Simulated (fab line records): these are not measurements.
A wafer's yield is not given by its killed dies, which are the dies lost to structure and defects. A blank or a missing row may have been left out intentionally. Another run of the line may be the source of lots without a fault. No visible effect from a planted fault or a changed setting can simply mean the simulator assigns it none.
Comparing a struck lot with a sound one ; flow nand-harc ; 17 steps out of a route of 1159
Sound: these wafers, L341.2, L341.5, L341.6. The struck wafers were L343.3, L343.5, L343.6. The cause is named last.
Per side, at each step with rows, come the tool, then ch with its chambers, and then its first start. Under that, the readings that differ: sound wafers ; struck wafers ; difference of the means ; sigmas: that difference in standard deviations of wafers without a fault.
alike: words and numbers the same on both sides, and readings whose means are apart by under 2 such deviations; not compared: readings that were withheld, readings missing a value for some wafer, numbers with overlapping values and no deviation given by the record, and bounds like >300 which may hide the same value.
Wherever a step has rows on one side only, a row that says differs or no value, or a row with sigmas, the two part there. Numbers that have no deviation but don't overlap get no sigmas and don't part them. Lack of a reading on every wafer of one side parts them only where that side has two or more wafers.

NHARC_A_STAIRCASE_CMP_472: polishes SiO2.
  sound on cmp-02 ch 1,2, day 17 16:43; struck on cmp-04 ch 2,3, day 18 23:34
reading;sound;struck;difference;sigmas
retaining-ring-pressure-frac;0.995 0.993 0.996;1.007 1.003 1.005;+0.010;+2
  alike: motor-current-A
after that, 1 step had no rows for these wafers: NHARC_A_STAIRCASE_SRD_474.
NHARC_A_STAIRCASE_INSPECT_155:
  sound on defect-inspect-02, day 17 17:04; struck on defect-inspect-02, day 18 23:55
  alike: raw-defect-count
NHARC_A_SGD_CUT_DEP_00: deposits SiNx, target thk 50 nm.
  sound on pecvd-04 ch 0,1,2, day 17 17:12; struck on pecvd-02 ch 0,1,2, day 19 00:01
  alike: heater-power-w
then, 7 steps without rows for these wafers: NHARC_A_SGD_CUT_DEHYDRATE_01 (time 120 s); NHARC_A_SGD_CUT_HMDS_02 (time 30 s); NHARC_A_SGD_CUT_COAT_56 (time 75 s); NHARC_A_SGD_CUT_COAT_57 (time 65 s); NHARC_A_SGD_CUT_COAT_03 (resist thk 90 nm); NHARC_A_SGD_CUT_SOFTBAKE_04 (time 55 s); NHARC_A_SGD_CUT_EBR_05.
NHARC_A_SGD_CUT_EXPOSE_06: exposes mask SGD.
  sound on arfi-scanner-01 ch 0, day 17 17:47; struck on arfi-scanner-01 ch 0, day 19 00:26
reading;sound;struck;difference;sigmas
exposure-dose-mJ-cm2;85.64 85.74 85.59;94.69 94.68 94.78;+9.06;+99 or more
  alike: mask, focus-offset-nm
then, 2 steps without rows for these wafers: NHARC_A_SGD_CUT_PEB_07 (peb time 65 s); NHARC_A_SGD_CUT_DEVELOP_08 (develop time 35 s).
NHARC_A_SGD_CUT_CD_MEAS_09: the cd target is 100 nm.
  sound on cd-sem-03 ch 0, day 17 17:55; struck on cd-sem-03 ch 0, day 19 00:35
reading;sound;struck;difference;sigmas
cd-nm (nm);100.9 99.9 99.8;107.5 107.1 107.5;+7.2;+12
NHARC_A_SGD_CUT_OVL_MEAS_10:
  sound on overlay-02, day 17 18:00; struck on overlay-02, day 19 00:40
reading;sound;struck;difference;sigmas
overlay-x-nm (nm);-1.8 -1.5 -1.5;0.6 1.2 0.7;+2.4;+3
  alike: overlay-y-nm
-- jump in the record: it breaks off in module A_SGD_CUT and resumes in module END (first step shown: number 1159 of the route), and 6 days separate the struck wafers' starts before and after --
NHARC_END_SORT_01:
  at this point the record logs the struck wafers (prober-01 ch 0, day 24 23:47) and has no rows for the sound ones

## WHERE THEY PART
First at NHARC_A_STAIRCASE_CMP_472; last, within this record, at NHARC_END_SORT_01.

WHY: the cause the simulator had injected
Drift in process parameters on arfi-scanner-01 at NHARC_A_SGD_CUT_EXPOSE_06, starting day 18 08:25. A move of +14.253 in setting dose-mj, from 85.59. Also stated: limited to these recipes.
